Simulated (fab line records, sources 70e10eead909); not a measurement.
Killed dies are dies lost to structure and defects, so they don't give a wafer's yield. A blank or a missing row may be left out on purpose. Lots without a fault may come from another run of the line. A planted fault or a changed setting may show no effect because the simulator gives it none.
Which tool did it? | flow nand_harc | 13 lots, 39 wafers sampled, at 4 steps of a route of 1302

WHAT THE GAUGES READ, wafer by wafer
NHARC_A_ONON_D2_THK_MEAS_30: measures by ellipsometry.
lot  | measured     | on            | thk_nm (nm)
L651 | day 13 10:15 | film_metro-01 | 998 999 998
L653 | day 14 03:35 | film_metro-01 | 1013 1011 1012
L655 | day 15 09:08 | film_metro-01 | 1006 1007 1005
L657 | day 15 09:09 | film_metro-01 | 1008 1009 1009
L658 | day 16 04:58 | film_metro-01 | 1001 1000 1000
L659 | day 16 04:59 | film_metro-02 | 990 990 989
L660 | day 17 01:53 | film_metro-01 | 1000 1001 1000
L663 | day 18 14:32 | film_metro-02 | 992 992 993
L666 | day 19 02:07 | film_metro-02 | 997 997 995
L671 | day 20 20:42 | film_metro-01 | 1004 1004 1004
L672 | day 22 01:13 | film_metro-02 | 1014 1015 1015
L673 | day 22 15:04 | film_metro-02 | 1008 1010 1011
L674 | day 22 15:04 | film_metro-01 | 997 997 997

NHARC_A_ONON_D2_THK_MEAS_34: measures by ellipsometry.
lot  | measured     | on            | thk_nm (nm)
L651 | day 13 10:43 | film_metro-01 | 202.2 197.8 207.0
L653 | day 14 04:03 | film_metro-02 | 196.0 200.1 201.8
L655 | day 15 09:37 | film_metro-01 | 200.9 201.6 200.5
L657 | day 15 09:37 | film_metro-02 | 198.6 195.9 200.6
L658 | day 16 05:26 | film_metro-02 | 198.4 196.6 199.5
L659 | day 16 05:28 | film_metro-01 | 198.2 196.8 201.8
L660 | day 17 02:24 | film_metro-01 | 195.1 202.1 199.5
L663 | day 18 14:59 | film_metro-02 | 197.2 180.1 200.2
L666 | day 19 02:35 | film_metro-02 | 199.8 180.8 195.1
L671 | day 20 21:10 | film_metro-02 | 198.3 199.6 202.5
L672 | day 22 01:47 | film_metro-02 | 197.6 197.5 197.8
L673 | day 22 15:32 | film_metro-02 | 199.9 196.3 198.0
L674 | day 22 15:32 | film_metro-01 | 196.3 201.0 201.2

WHICH TOOL RAN EACH LOT (tool, then ch and the chambers of the sampled wafers, then the start)
lot  | NHARC_A_CHANNEL_FILL_D1_ETCHBACK_08           | NHARC_A_ONON_D2_DEP_33
L651 | rie_diel-07 ch 0,2,3, day 13 10:15 or earlier | pecvd-01 ch 1,2, day 13 10:19
L653 | rie_diel-09 ch 1,2, day 14 03:35 or earlier   | pecvd-02 ch 1,2, day 14 03:38
L655 | rie_diel-05 ch 0,1,2, day 15 09:08 or earlier | pecvd-02 ch 0,2, day 15 09:12
L657 | rie_diel-05 ch 1,2, day 15 09:09 or earlier   | pecvd-01 ch 0,1,2, day 15 09:12
L658 | rie_diel-09 ch 1,2, day 16 04:58 or earlier   | pecvd-04 ch 0,1,2, day 16 05:04
L659 | rie_diel-07 ch 0,1, day 16 04:59 or earlier   | pecvd-01 ch 1,2, day 16 05:03
L660 | rie_diel-09 ch 0,1,3, day 17 01:53 or earlier | pecvd-02 ch 0,1,2, day 17 02:02
L663 | rie_diel-07 ch 0,2,3, day 18 14:32 or earlier | pecvd-01 ch 0,1,2, day 18 14:38
L666 | rie_diel-09 ch 1,2,3, day 19 02:07 or earlier | pecvd-01 ch 0,1,2, day 19 02:10
L671 | rie_diel-07 ch 0,1,3, day 20 20:42 or earlier | pecvd-02 ch 0,1, day 20 20:46
L672 | rie_diel-05 ch 0,1,3, day 22 01:13 or earlier | pecvd-04 ch 0,1,2, day 22 01:22
L673 | rie_diel-05 ch 0,1,2, day 22 15:04 or earlier | pecvd-04 ch 1,2, day 22 15:08
L674 | rie_diel-09 ch 0,1,2, day 22 15:04 or earlier | pecvd-01 ch 0,1, day 22 15:07
- NHARC_A_CHANNEL_FILL_D1_ETCHBACK_08: etches the open film in C4F8, target depth 220 nm, time 110 s.
- NHARC_A_ONON_D2_DEP_33: deposits SiO2, target thk 200 nm.

WHAT THE TOOLS THEMSELVES READ (means of the sampled wafers that have a number; where no wafer has one, the mark that the record gives instead)
NHARC_A_CHANNEL_FILL_D1_ETCHBACK_08.
lot  | tool        | oes_product_au (a.u.) | rf_vpp_V (V)
L651 | rie_diel-07 | 0.95                  | 441.6
L653 | rie_diel-09 | 0.92                  | 438.2
L655 | rie_diel-05 | 0.92                  | 443.1
L657 | rie_diel-05 | 0.93                  | 443.2
L658 | rie_diel-09 | 0.92                  | 437.6
L659 | rie_diel-07 | 1.00                  | 440.1
L660 | rie_diel-09 | 1.01                  | 439.0
L663 | rie_diel-07 | 0.98                  | 441.0
L666 | rie_diel-09 | 0.94                  | 437.6
L671 | rie_diel-07 | 0.92                  | 440.1
L672 | rie_diel-05 | 0.99                  | 441.0
L673 | rie_diel-05 | 1.00                  | 442.8
L674 | rie_diel-09 | 0.93                  | 438.5

NHARC_A_ONON_D2_DEP_33.
lot  | tool     | heater_power_w (W) | throttle_valve_pct (%)
L651 | pecvd-01 | 606                | 16.9
L653 | pecvd-02 | 457                | 16.0
L655 | pecvd-02 | 517                | 16.1
L657 | pecvd-01 | 550                | 16.3
L658 | pecvd-04 | 559                | 16.6
L659 | pecvd-01 | 587                | 16.3
L660 | pecvd-02 | 533                | 16.2
L663 | pecvd-01 | 619                | 16.2
L666 | pecvd-01 | 586                | 16.1
L671 | pecvd-02 | 464                | 16.0
L672 | pecvd-04 | 520                | 16.5
L673 | pecvd-04 | 643                | 16.6
L674 | pecvd-01 | 615                | 16.7

THE ANSWER, worked out from the rows above alone
Rule: what is usual is taken from the lots themselves. Put in order of their means at a reading, lots are off if they are a third of the lots or fewer, leave a main group of 4 or more, and stand apart from it by a gap of 3 or more times the standard deviation of the main group's means; of several such gaps the widest counts. A main group whose means are all the same, to the digits that the tables above print for the reading, isn't used. A lot without any number at a reading at which 4 lots or more have one is off too. The other lots that the step has rows for count as sound. The gauges are gone through in route order, then the tools' own readings, and for those a lot's mean is taken as printed above. The first step at which some lot is off is used, and at that step the reading that is off furthest; a lot without a number counts as furthest.
Off: L663, L666, at NHARC_A_ONON_D2_THK_MEAS_34 (thk_nm). The main group: mean 199.3 nm, standard deviation 1.3.
A tool fits if, at a process step before that reading, it ran every lot that is off, and no sound lot after the first of them. The gauges at NHARC_A_ONON_D2_THK_MEAS_34 are tried like those tools. NHARC_A_CHANNEL_FILL_D1_ETCHBACK_08 gives no start for some lots, so the hours and the order of its lots are those of NHARC_A_ONON_D2_THK_MEAS_30. None of those tried fits.

WHAT THE SIMULATOR HAD PUT IN
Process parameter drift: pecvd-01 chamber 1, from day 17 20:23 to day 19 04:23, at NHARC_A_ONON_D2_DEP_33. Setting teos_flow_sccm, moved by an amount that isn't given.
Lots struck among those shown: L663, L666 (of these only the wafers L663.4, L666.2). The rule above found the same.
